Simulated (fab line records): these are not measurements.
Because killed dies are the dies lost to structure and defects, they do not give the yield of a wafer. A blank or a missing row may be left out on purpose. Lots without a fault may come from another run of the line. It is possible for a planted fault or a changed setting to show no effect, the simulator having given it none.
A struck lot beside a sound one || flow nand_harc || 19 steps out of a route of 1302
Sound: wafers L816.1, L816.5, L816.6. The struck wafers were L833.2, L833.3, L833.6. The cause is named last.
Per side, at each step with rows, come the tool, then ch with its chambers, and then its first start. Under that, the readings that differ: sound wafers || struck wafers || difference of the means || sigmas: that difference in standard deviations of wafers without a fault.
alike: same words and numbers on both sides, and readings whose means sit less than 2 such deviations apart. not compared: any withheld reading, any reading some wafer has no value for, any bound like >300 that may hide the same value, and any number with overlapping values for which the record gives no deviation.
The two part at a step that has a row with sigmas, a row that says differs or no value, or rows on one side only. Non-overlapping numbers with no deviation appear without sigmas and do not part them. Lack of a reading on every wafer of one side parts them only where that side has two or more wafers.

NHARC_P_GATE_CD_MEAS_59: target cd 720 nm.
  sound on cd_sem-02 ch 0, day 8 03:40; struck on cd_sem-03 ch 0, day 15 08:37
  alike: cd_nm
then, 1 step without rows for these wafers: NHARC_P_GATE_HARDBAKE_60 (time 80 s).
NHARC_P_GATE_DESCUM_61: chemistry O2, time 3 s.
  sound on rie_diel-09 ch 0,3, day 8 03:49; struck on rie_diel-10 ch 0,1, day 15 08:47
  alike: drypump_motor_current_A, oes_product_au, rf_vpp_V, showerhead_plenum_p_Torr, throttle_valve_pct
  not compared: rf_hours_counter_h
next, for these wafers, 1 step has no rows: NHARC_P_GATE_IMPLANT_62.
NHARC_P_GATE_STRIP_112: strips in N2/H2, time 200 s.
  sound on plasma_asher-02 ch 0,1, day 8 04:13; struck on plasma_asher-02 ch 1, day 15 09:09
  alike: drypump_motor_current_A, heater_power_w
  not compared: rf_hours_counter_h
NHARC_P_GATE_STRIP_76: strips in O2.
  sound on plasma_asher-02 ch 0,1, day 8 04:29; struck on plasma_asher-02 ch 1, day 15 09:25
  alike: drypump_motor_current_A, heater_power_w
  not compared: rf_hours_counter_h
then, 6 steps without rows for these wafers: NHARC_P_GATE_STRIP_63 (strips in SPM, time 900 s); NHARC_P_GATE_DEHYDRATE_83 (time 120 s); NHARC_P_GATE_HMDS_84 (time 30 s); NHARC_P_GATE_COAT_85; NHARC_P_GATE_SOFTBAKE_86 (time 95 s); NHARC_P_GATE_EBR_87.
NHARC_P_GATE_EXPOSE_88: exposes mask P HVN, target cd 2000 nm.
  sound on krf_scanner-03 ch 0, day 8 05:07; struck on krf_scanner-04 ch 0, day 15 10:11
{"reading": "exposure_dose_mJ_cm2", "sound": "11.852 11.869 11.856", "struck": "17.943 17.919 17.935", "difference": "+6.073", "sigmas": "+99 or more"}
  alike: mask
then, 2 steps without rows for these wafers: NHARC_P_GATE_PEB_89 (peb time 85 s); NHARC_P_GATE_DEVELOP_90 (time 70 s).
NHARC_P_GATE_CD_MEAS_91: target cd 2000 nm.
  sound on cd_sem-02 ch 0, day 8 05:16; struck on cd_sem-03 ch 0, day 15 10:20
{"reading": "cd_nm (nm)", "sound": "1999.9 2001.5 1996.4", "struck": "2071.2 2072.5 2066.7", "difference": "+70.9", "sigmas": "+32"}
then, 1 step without rows for these wafers: NHARC_P_GATE_HARDBAKE_92 (time 80 s).
NHARC_P_GATE_DESCUM_93: chemistry O2, time 3 s.
  sound on rie_diel-10 ch 0,1,2, day 8 05:27; struck on rie_diel-09 ch 0,1,3, day 15 10:29
{"reading": "model.P_GATE.cd_nm (nm)", "sound": "1999 2002 1996", "struck": "2070 2072 2067", "difference": "+71", "sigmas": ""}
  alike: drypump_motor_current_A, oes_product_au, rf_vpp_V, showerhead_plenum_p_Torr, throttle_valve_pct
  not compared: rf_hours_counter_h
next, for these wafers, 1 step has no rows: NHARC_P_GATE_IMPLANT_94.

WHERE THEY PART
First at NHARC_P_GATE_EXPOSE_88; last, within this record, at NHARC_P_GATE_CD_MEAS_91. Later steps at which nothing parts them and some readings are alike: NHARC_P_GATE_DESCUM_93.

WHY: what had been put in by the simulator
Drift in process parameters on krf_scanner-04 at NHARC_P_GATE_EXPOSE_88, starting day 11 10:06. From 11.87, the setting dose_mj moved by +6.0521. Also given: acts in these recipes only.
